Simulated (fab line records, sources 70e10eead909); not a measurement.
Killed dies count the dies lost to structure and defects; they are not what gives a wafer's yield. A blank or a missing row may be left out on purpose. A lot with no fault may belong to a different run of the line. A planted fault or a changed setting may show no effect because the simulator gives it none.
Chamber matching / flow nand_harc / 4 sister chambers for NHARC_A_CHANNEL_FILL_D1_ETCHBACK_20 on rie_diel-11
The step etches the open film in C4F8/O2/Ar, target depth 27 nm, time 13.5 s. 18 wafers are shown with their chamber, then 9 later ones without.

WAFERS, EACH WITH ITS CHAMBER
wafer=L329.1; chamber=2; rf_vpp_V (V)=982; oes_product_au (a.u.)=1.00
wafer=L329.2; chamber=3; rf_vpp_V (V)=987; oes_product_au (a.u.)=0.99
wafer=L329.4; chamber=1; rf_vpp_V (V)=978; oes_product_au (a.u.)=1.00
wafer=L331.1; chamber=3; rf_vpp_V (V)=986; oes_product_au (a.u.)=0.94
wafer=L331.2; chamber=2; rf_vpp_V (V)=982; oes_product_au (a.u.)=0.93
wafer=L331.4; chamber=1; rf_vpp_V (V)=977; oes_product_au (a.u.)=0.92
wafer=L342.4; chamber=3; rf_vpp_V (V)=985; oes_product_au (a.u.)=0.99
wafer=L342.5; chamber=2; rf_vpp_V (V)=982; oes_product_au (a.u.)=1.01
wafer=L342.6; chamber=3; rf_vpp_V (V)=985; oes_product_au (a.u.)=1.01
wafer=L344.1; chamber=0; rf_vpp_V (V)=969; oes_product_au (a.u.)=0.99
wafer=L344.2; chamber=2; rf_vpp_V (V)=982; oes_product_au (a.u.)=0.99
wafer=L344.4; chamber=1; rf_vpp_V (V)=977; oes_product_au (a.u.)=0.99
wafer=L345.1; chamber=0; rf_vpp_V (V)=970; oes_product_au (a.u.)=1.00
wafer=L345.3; chamber=3; rf_vpp_V (V)=984; oes_product_au (a.u.)=0.99
wafer=L345.4; chamber=1; rf_vpp_V (V)=977; oes_product_au (a.u.)=0.98
wafer=L346.2; chamber=0; rf_vpp_V (V)=970; oes_product_au (a.u.)=0.93
wafer=L346.3; chamber=1; rf_vpp_V (V)=976; oes_product_au (a.u.)=0.94
wafer=L346.6; chamber=3; rf_vpp_V (V)=985; oes_product_au (a.u.)=0.92

SIGNATURES (means of the wafers above)
reading=rf_vpp_V; chamber 0=969.67; chamber 1=977.00; chamber 2=982.00; chamber 3=985.33; scatter within a chamber=0.756
reading=oes_product_au; chamber 0=0.9733; chamber 1=0.9660; chamber 2=0.9825; chamber 3=0.9733; scatter within a chamber=0.0355
Rule: for each reading, subtract the chamber's mean from the wafer's reading, divide by that reading's scatter and square the result; add these up over the readings and take the root, which gives the wafer's distance from the chamber. The wafer belongs to the nearest chamber; if the next one is less than 2 further off, it can't be placed. The scatter: take each reading less its chamber's mean, square it, sum over the shown wafers, divide by the number of wafers less the number of chambers, and take the root.

WAFERS MISSING THEIR CHAMBER
wafer=L349.1; rf_vpp_V (V)=983; oes_product_au (a.u.)=0.93
wafer=L349.3; rf_vpp_V (V)=985; oes_product_au (a.u.)=0.93
wafer=L349.4; rf_vpp_V (V)=970; oes_product_au (a.u.)=0.92
wafer=L350.2; rf_vpp_V (V)=976; oes_product_au (a.u.)=0.92
wafer=L350.4; rf_vpp_V (V)=969; oes_product_au (a.u.)=0.94
wafer=L350.5; rf_vpp_V (V)=977; oes_product_au (a.u.)=0.91
wafer=L351.2; rf_vpp_V (V)=976; oes_product_au (a.u.)=0.92
wafer=L351.4; rf_vpp_V (V)=981; oes_product_au (a.u.)=0.93
wafer=L351.6; rf_vpp_V (V)=976; oes_product_au (a.u.)=0.92

THE CHAMBER EACH PASSED THROUGH
wafer=L349.1; from the rows above=can't be placed: 2 or 3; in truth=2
wafer=L349.3; from the rows above=3; in truth=3
wafer=L349.4; from the rows above=0; in truth=0
wafer=L350.2; from the rows above=1; in truth=1
wafer=L350.4; from the rows above=0; in truth=0
wafer=L350.5; from the rows above=1; in truth=1
wafer=L351.2; from the rows above=1; in truth=1
wafer=L351.4; from the rows above=2; in truth=2
wafer=L351.6; from the rows above=1; in truth=1
Correct placement for 8 of the 9. From these rows, 1 cannot be placed; in 1 the true chamber is one of the candidates. Wrongly placed: 0.
